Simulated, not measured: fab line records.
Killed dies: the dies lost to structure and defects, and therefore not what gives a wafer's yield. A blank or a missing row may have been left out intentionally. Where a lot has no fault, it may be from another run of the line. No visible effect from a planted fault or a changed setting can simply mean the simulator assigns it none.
Chamber matching | flow n5_finfet | N5_BEOL_M10_DESCUM_33 on rie_diel-05 has 4 sister chambers
The step chemistry O2, time 7.9 s. 4 wafers are shown with their chamber, then 9 later ones without.

## EACH WAFER AND ITS CHAMBER
wafer  | chamber | throttle_valve_pct (%)
L643.5 | 2       | 20.22
L643.6 | 3       | 20.42
L651.5 | 1       | 20.68
L651.6 | 0       | 20.78

## WAFERS WITHOUT THEIR CHAMBER
wafer  | throttle_valve_pct (%)
L653.1 | 20.70
L653.2 | 20.25
L653.6 | 20.46
L656.1 | 20.46
L656.2 | 20.24
L656.3 | 20.72
L659.1 | 20.24
L659.3 | 20.82
L659.5 | 20.71

## WHICH CHAMBER EACH WENT THROUGH
wafer  | from the rows above     | in truth
L653.1 | can't be placed: 1 or 0 | 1
L653.2 | 2                       | 2
L653.6 | 3                       | 3
L656.1 | 3                       | 3
L656.2 | 2                       | 2
L656.3 | can't be placed: 1 or 0 | 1
L659.1 | 2                       | 2
L659.3 | 0                       | 0
L659.5 | can't be placed: 1 or 0 | 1
6 of 9 placed correctly. Can't be placed from these rows: 3 (the true chamber is among the candidates in 3). Placed wrongly: 0.
How it was worked out, from the rows above alone: a wafer's distance from a chamber is the root of the sum, over the readings, of the square of ((its reading less the chamber's mean) divided by the reading's scatter). The wafer belongs to the nearest chamber; if the next one is less than 2 further off, it can't be placed. Each chamber's mean is taken over the wafers shown for it. The scatter: with one shown wafer a chamber, the root of the mean of the squares of how far each hidden wafer lies from its nearest shown one.
